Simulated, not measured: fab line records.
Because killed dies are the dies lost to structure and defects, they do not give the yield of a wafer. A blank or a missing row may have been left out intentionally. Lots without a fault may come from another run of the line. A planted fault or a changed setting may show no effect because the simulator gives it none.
fab line records ; flow n5-finfet ; part 2 of 2: steps 27 to 34 of 34
record: lots: 5; wafers: 15; last-day: 20
route steps=1938 shown BEOL_M0_SAQP@680 BEOL_M0_CUTY@701
lots that met no fault: from a run of the same line without faults
start-h: the number of hours between the record's first day and the start of the first shown wafer of the lot ; wait-h: how many hours have passed since the lot's step before this one ; " unchanged from the row above ; L1.1+2: a row that stands for several wafers ; - value missing, or start not given ; * or withheld: withheld ; < > ~ a bound
route shown NAME@n: a module of which the file shows steps, and the number in the route of the first ; usual: the fault-free wafers' mean and standard deviation ; same: alike in all rows ; chamber/n: place in a boat ; sites: the reading at each site ; _std_site: their standard deviation ; _edge_site: the outer-site mean with the inner-site mean subtracted ; radius-mm: for every site, how far away it sits from the centre of the wafer ; mask NAME#n: copy n ; behind: tool/chamber where the wafer was last shaped ; hold: what put the lot on hold/how long, in hours/how the hold closed ; device: the transistor (n, p or np) that didn't switch ; end of line: tests of these same wafers at the route's end ; a step given without rows: its recipe and nothing more ; killed: at the first sort, the dies lost to defects and structure; wafer yield is something else ; map: per-die view of a wafer (x killed, . not killed, _ where there is no die)
set.NAME: the setting the step ran with; set.NAME@STEP: the setting that earlier step ran with ; model.NAME: the simulator's own value behind a step, which no gauge read
certain route steps with their lots: each step a table, each wafer a row
services: a tool's chamber out of use, with start hour (start-h, from the record's first day; less than 0 if before it), hours out, and reason
== steps ==
step: N5_BEOL_M0_CUTY_PEB_55
recipe: peb-temp-c: 110; peb-time-s: 60; resist: CAR-ArF-block
lot.wafer;tool;chamber;start-h;wait-h
L079.2+3+4;litho-track-01;0;145.10;0.0
L084.2+4+6;litho-track-02;0;180.64;0.0
L092.1+2+4;litho-track-01;0;222.28;0.1
L093.3+5+6;litho-track-05;0;225.31;0.0
L096.3+5+6;litho-track-05;0;245.66;0.0
step: N5_BEOL_M0_CUTY_DEVELOP_56
recipe: develop-time-s: 30; developer: TMAH; resist: CAR-ArF-block; rinse-liquid: diw; dry: air-spin; dev-temp-c: 23
lot.wafer;tool;chamber;start-h;wait-h
L079.2+3+4;litho-track-01;0;-;-
L084.2+4+6;litho-track-02;0;-;-
L092.1+2+4;litho-track-01;0;-;-
L093.3+5+6;litho-track-05;0;-;-
L096.3+5+6;litho-track-05;0;-;-
step: N5_BEOL_M0_CUTY_CD_MEAS_57
recipe: target-cd-nm: 200; landing-energy-ev: 500; detector: se-inlens; polarity: line
usual: cd-nm: 199.9/0.98
lot.wafer;tool;chamber;start-h;wait-h;cd-nm
L079.2;cd-sem-02;0;145.16;-;201.7
L079.3;cd-sem-02;0;145.16;-;200.3
L079.4;cd-sem-02;0;145.16;-;200.2
L084.2;cd-sem-02;0;180.71;-;200.2
L084.4;cd-sem-02;0;180.71;-;198.3
L084.6;cd-sem-02;0;180.71;-;200.5
L092.1;cd-sem-03;0;222.35;-;201.6
L092.2;cd-sem-03;0;222.35;-;200.8
L092.4;cd-sem-03;0;222.35;-;201.5
L093.3;cd-sem-01;0;225.38;-;200.5
L093.5;cd-sem-01;0;225.38;-;200.8
L093.6;cd-sem-01;0;225.38;-;200.3
L096.3;cd-sem-03;0;245.72;-;199.7
L096.5;cd-sem-03;0;245.72;-;199.8
L096.6;cd-sem-03;0;245.72;-;200.9
step: N5_BEOL_M0_CUTY_OVL_MEAS_58
recipe: points-per-wafer: 44
usual: M0_ABLK_OVL: 0.4/0.75
lot.wafer;tool;chamber;start-h;wait-h;M0_ABLK_OVL[nm]
L079.2;overlay-02;0;145.19;0.0;0.2
L079.3;overlay-02;0;145.19;0.0;0.5
L079.4;overlay-02;0;145.19;0.0;-0.5
L084.2;overlay-01;0;180.74;0.0;-0.8
L084.4;overlay-01;0;180.74;0.0;-0.1
L084.6;overlay-01;0;180.74;0.0;0.0
L092.1;overlay-01;0;222.38;0.0;1.3
L092.2;overlay-01;0;222.38;0.0;3.1
L092.4;overlay-01;0;222.38;0.0;1.4
L093.3;overlay-02;0;225.41;0.0;1.0
L093.5;overlay-02;0;225.41;0.0;1.0
L093.6;overlay-02;0;225.41;0.0;0.0
L096.3;overlay-01;0;245.75;0.0;2.3
L096.5;overlay-01;0;245.75;0.0;1.2
L096.6;overlay-01;0;245.75;0.0;0.2
step: N5_BEOL_M0_CUTY_INSPECT_59
recipe: mode: adi; inspect-instrument: macro
usual: raw-defect-count: 2.0/1.5
lot.wafer;tool;chamber;start-h;wait-h;raw-defect-count
L079.2;defect-inspect-02;-;145.22;0.0;4
L079.3;defect-inspect-02;-;145.22;0.0;2
L079.4;defect-inspect-02;-;145.22;0.0;4
L084.2;defect-inspect-01;-;180.76;0.0;0
L084.4;defect-inspect-01;-;180.76;0.0;0
L084.6;defect-inspect-01;-;180.76;0.0;5
L092.1;defect-inspect-02;-;222.40;0.0;2
L092.2;defect-inspect-02;-;222.40;0.0;6
L092.4;defect-inspect-02;-;222.40;0.0;1
L093.3;defect-inspect-02;-;225.43;0.0;0
L093.5;defect-inspect-02;-;225.43;0.0;0
L093.6;defect-inspect-02;-;225.43;0.0;2
L096.3;defect-inspect-02;-;245.78;0.0;1
L096.5;defect-inspect-02;-;245.78;0.0;2
L096.6;defect-inspect-02;-;245.78;0.0;1
step: N5_BEOL_M0_CUTY_DESCUM_61
recipe: chemistry: O2; time-s: 7.9; source-power-w: 50; bias-power-w: 20; pressure-mtorr: 20; rf-frequency-hz: 2.712e+07; temp-c: 40; resist: CAR-ArF-block; o2-flow-sccm: 225
usual: drypump-motor-current-A: 5.7/0.56; oes-product-au: 0.78/0.088; rf-vpp-V: 243.1/1.3; showerhead-plenum-p-Torr: 2.09/0.066; throttle-valve-pct: 20.42/0.25
lot.wafer;tool;chamber;start-h;wait-h;drypump-motor-current-A;oes-product-au;rf-hours-counter-h;rf-vpp-V;showerhead-plenum-p-Torr;throttle-valve-pct
L079.2;rie-diel-04;1;145.30;0.1;6.2;0.79;99;242.4;2.12;20.78
L079.3;rie-diel-04;3;145.30;0.1;6.0;0.71;199;243.1;2.17;20.29
L079.4;rie-diel-04;0;145.30;0.1;5.7;0.71;200;241.4;1.99;20.62
L084.2;rie-diel-03;2;180.82;0.1;6.5;0.70;230;244.0;2.16;20.64
L084.4;rie-diel-03;3;180.82;0.1;6.2;0.73;183;243.3;2.09;20.25
L084.6;rie-diel-03;3;180.82;0.1;6.3;0.74;-;243.5;2.09;20.26
L092.1;rie-diel-04;2;222.44;0.0;5.3;0.68;231;241.6;1.98;20.75
L092.2;rie-diel-04;0;222.44;0.0;5.8;0.70;222;242.1;1.98;20.68
L092.4;rie-diel-04;2;222.44;0.0;5.3;0.67;-;242.3;1.98;20.74
L093.3;rie-diel-03;1;225.47;0.0;4.9;0.85;70;243.7;2.20;20.44
L093.5;rie-diel-03;0;225.47;0.0;5.2;0.71;-;243.6;2.06;20.02
L093.6;rie-diel-03;3;225.47;0.0;6.2;0.73;-;242.2;2.08;20.26
L096.3;rie-diel-01;0;245.87;0.1;6.0;0.85;46;243.4;2.04;20.29
L096.5;rie-diel-01;2;245.87;0.1;5.2;0.82;-;244.5;2.12;20.68
L096.6;rie-diel-01;1;245.87;0.1;6.5;0.93;-;244.8;2.06;20.12
step: N5_BEOL_M0_CUTY_ETCH_62
recipe: chemistry: CF4; target: SiARC; mask-material: CAR-ArF-block; time-s: 58.5; ion-energy-ev: 80; pressure-mtorr: 40; source-w: 545; bias-w: 36; Ar_flow_sccm: 100; cf4-flow-sccm: 100; ends: cleared
usual: drypump-motor-current-A: 5.7/0.56; etch-rf-on-time-s: 58.6/0.95; oes-product-au: 0.66/0.074; rf-vpp-V: 184.1/1.2; showerhead-plenum-p-Torr: 2.14/0.063; throttle-valve-pct: 15.62/0.22
lot.wafer;tool;chamber;start-h;wait-h;drypump-motor-current-A;etch-rf-on-time-s;oes-product-au;rf-hours-counter-h;rf-vpp-V;showerhead-plenum-p-Torr;throttle-valve-pct
L079.2;rie-diel-04;1;145.34;0.0;6.2;58.3;0.68;99;184.3;2.16;15.90
L079.3;rie-diel-04;3;145.34;0.0;6.0;58.9;0.61;199;183.5;2.22;15.54
L079.4;rie-diel-04;0;145.34;0.0;5.8;58.4;0.62;200;182.3;2.04;15.84
L084.2;rie-diel-03;2;180.86;0.0;6.5;58.3;0.60;230;184.1;2.20;15.81
L084.4;rie-diel-03;3;180.86;0.0;6.3;59.0;0.63;183;184.7;2.13;15.47
L084.6;rie-diel-03;3;180.86;0.0;6.3;58.5;0.63;-;183.3;2.13;15.45
L092.1;rie-diel-04;2;222.47;0.0;5.3;60.7;0.58;231;182.5;2.03;15.94
L092.2;rie-diel-04;0;222.47;0.0;5.8;58.3;0.60;222;182.5;2.03;15.87
L092.4;rie-diel-04;2;222.47;0.0;5.3;60.9;0.57;-;183.2;2.03;15.92
L093.3;rie-diel-03;1;225.51;0.0;4.9;56.8;0.73;70;185.3;2.25;15.62
L093.5;rie-diel-03;0;225.51;0.0;5.2;58.3;0.62;-;184.2;2.13;15.37
L093.6;rie-diel-03;3;225.51;0.0;6.3;59.6;0.62;-;184.3;2.13;15.49
L096.3;rie-diel-01;0;245.91;0.0;6.0;58.4;0.72;46;185.0;2.09;15.44
L096.5;rie-diel-01;2;245.91;0.0;5.2;59.5;0.70;-;183.8;2.17;15.76
L096.6;rie-diel-01;1;245.91;0.0;6.5;57.5;0.80;-;185.1;2.11;15.27
step: N5_BEOL_M0_CUTY_ETCH_63
recipe: chemistry: N2/H2; target: SOC; target-depth-a: 827; overetch-a: 165; mask-material: SiARC; temp-c: 40; ion-energy-ev: 200; time-s: 124; pressure-mtorr: 30; source-w: 840; bias-w: 150; n2-flow-sccm: 200; h2-flow-sccm: 200
usual: drypump-motor-current-A: 5.8/0.56; oes-product-au: 0.64/0.068; rf-vpp-V: 523.9/2.5; showerhead-plenum-p-Torr: 2.54/0.078; throttle-valve-pct: 17.81/0.24
lot.wafer;tool;chamber;start-h;wait-h;drypump-motor-current-A;oes-product-au;rf-hours-counter-h;rf-vpp-V;showerhead-plenum-p-Torr;throttle-valve-pct
L079.2;rie-diel-04;1;145.39;0.0;6.2;0.65;99;524.5;2.56;18.13
L079.3;rie-diel-04;3;145.39;0.0;6.0;0.60;199;525.5;2.63;17.72
L079.4;rie-diel-04;0;145.39;0.0;5.8;0.58;200;520.3;2.42;18.10
L084.2;rie-diel-03;2;180.90;0.0;6.5;0.57;230;526.1;2.61;17.98
L084.4;rie-diel-03;3;180.90;0.0;6.3;0.60;183;522.3;2.53;17.64
L084.6;rie-diel-03;3;180.90;0.0;6.3;0.60;-;524.0;2.53;17.63
L092.1;rie-diel-04;2;222.52;0.0;5.3;0.56;231;519.6;2.41;18.13
L092.2;rie-diel-04;0;222.52;0.0;5.8;0.57;222;517.9;2.41;18.11
L092.4;rie-diel-04;2;222.52;0.0;5.3;0.56;-;521.4;2.41;18.14
L093.3;rie-diel-03;1;225.56;0.0;4.9;0.69;70;528.1;2.69;17.76
L093.5;rie-diel-03;0;225.56;0.0;5.2;0.59;-;523.1;2.53;17.53
L093.6;rie-diel-03;3;225.56;0.0;6.3;0.60;-;522.6;2.53;17.67
L096.3;rie-diel-01;0;245.95;0.0;6.0;0.69;46;521.5;2.48;17.76
L096.5;rie-diel-01;2;245.95;0.0;5.2;0.68;-;525.2;2.57;18.07
L096.6;rie-diel-01;1;245.95;0.0;6.5;0.76;-;521.8;2.48;17.37
== services ==
tool;chamber;start-h;hours;kind
arfi-scanner-01;-;123.41;3.1;pm
rie-diel-06;1;125.01;2.9;repair
arfi-scanner-01;-;126.53;0.8;pm
euv-scanner-01;-;129.61;1.0;pm
ald-sin-01;3;130.77;3.8;repair
rie-diel-05;3;137.84;4.4;repair
arfi-scanner-01;-;140.71;0.7;repair
euv-scanner-02;-;145.35;1.0;pm
euv-scanner-01;-;148.35;2.2;repair
arfi-scanner-01;-;152.21;4.9;pm
arfi-scanner-01;-;161.00;1.0;pm
rie-diel-02;0;167.44;8.3;repair
arfi-scanner-01;-;176.83;1.3;pm
arfi-scanner-01;-;178.77;1.5;repair
euv-scanner-01;-;179.45;1.0;pm
rie-diel-05;-;180.15;0.6;repair
euv-scanner-01;-;193.90;4.1;repair
rie-diel-04;3;203.78;9.4;repair
arfi-scanner-01;-;205.38;6.0;pm
rie-diel-04;3;215.41;11.3;repair
rie-diel-06;2;218.65;12.9;repair
rie-diel-01;1;219.97;25.1;repair
euv-scanner-01;-;235.61;1.0;pm
rie-diel-02;3;245.31;7.2;repair
